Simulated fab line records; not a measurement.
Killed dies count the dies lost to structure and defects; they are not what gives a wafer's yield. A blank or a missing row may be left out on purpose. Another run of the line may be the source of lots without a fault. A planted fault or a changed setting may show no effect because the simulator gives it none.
Problem report, 8D (eight disciplines) form, completed by code + flow nandHarc + the parts of the form that need people (team, actions taken, sign-off) are left out

== 1. WHAT IS WRONG ==
spikeTcLowerC at NHARC_THIN_TSV_ANNEAL_58 reads a mean of 427.7 C on 9 wafers of 3 lots; wafers without a fault read 400.2 C with a standard deviation of 0.95. That is +29 standard deviations from the usual mean.
The step: time 1800 s.
Earliest sighting: wafer L271.1 on furnace-03 at day 21 17:35. The record has a number at this step for 36 wafers belonging to 12 lots. Rule for "out", or "out of limits": more than 4 standard deviations from the usual mean. Any other wafer with a number is counted as sound.

== 2. WHAT IT IS, WHAT IT ISN'T ==
| question                    | is                                                                        | is not                                                                                 |
|-----------------------------|---------------------------------------------------------------------------|----------------------------------------------------------------------------------------|
| which readings at this step | spikeTcLowerC, spikeTcBottomC, spikeTcCentreC, spikeTcTopC, spikeTcUpperC | -                                                                                      |
| which lots                  | L271, L272, L273                                                          | L263, L264, L265, L266, L270, L279, L280, L282, L284                                   |
| which wafers of those lots  | all that have a number                                                    | -                                                                                      |
| read on which tools         | furnace-03                                                                | furnace-04, furnace-05                                                                 |
| when                        | from day 21 17:35                                                         | up to then (15 sound wafers); but 12 sound wafers of L279, L280, L282, L284 came after |

== 3. WHAT RULES OUT EACH SUSPECT ==
Counting: any tool at a process step up to the reading is kept as a suspect provided that every lot that is out went through it and no sound lot did after the first of them.
- furnace-03 at NHARC_THIN_TSV_ANNEAL_58 (time 1800 s): kept. Every lot that is out went through it, starting with L271 (day 21 17:35), and after that it ran no sound lot; the last sound lot it ran before then is L270 (day 20 14:35). On those wafers its own readings are out: spikeTcBottomC, spikeTcCentreC, spikeTcLowerC, spikeTcTopC, spikeTcUpperC.
The count leaves furnace-03 at NHARC_THIN_TSV_ANNEAL_58.

== 4. THE CAUSE (what the simulator had put in) ==
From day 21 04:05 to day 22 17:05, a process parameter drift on furnace-03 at NHARC_THIN_TSV_ANNEAL_58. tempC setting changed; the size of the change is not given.
The count eliminated every tool but this one.

== 5. THE CHAIN OF EFFECTS, in route order ==
Each row: a reading where the mean over the struck wafers with a number is more than 3 standard deviations away from the usual. Only readings for which the record gives a usual standard deviation are gone through. hours: the time from each lot's start at the first step in this table that gives one to its start at this step, as a median over the lots. sigmas: the change in usual standard deviations.
| hours | step                     | reading        | usual   | on struck wafers | change | sigmas |
|-------|--------------------------|----------------|---------|------------------|--------|--------|
| 0     | NHARC_THIN_TSV_ANNEAL_58 | spikeTcBottomC | 421.9 C | 447.3            | +25.4  | +12    |
| 0     | NHARC_THIN_TSV_ANNEAL_58 | spikeTcCentreC | 400.7 C | 428.0            | +27.3  | +21    |
| 0     | NHARC_THIN_TSV_ANNEAL_58 | spikeTcLowerC  | 400.2 C | 427.7            | +27.5  | +29    |
| 0     | NHARC_THIN_TSV_ANNEAL_58 | spikeTcTopC    | 429.7 C | 454.9            | +25.2  | +13    |
| 0     | NHARC_THIN_TSV_ANNEAL_58 | spikeTcUpperC  | 401.1 C | 428.7            | +27.6  | +21    |
Its process steps:
- NHARC_THIN_TSV_ANNEAL_58: time 1800 s.
Later steps that measure or inspect, where all struck wafers having a row at the step show a number for every such reading and not one has moved that far: NHARC_END_SORT_01.

== 6. HOW IT WOULD HAVE BEEN CAUGHT EARLIER ==
In this record the first reading out of limits was taken at day 21 17:35, 14 hours after the fault began at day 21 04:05.
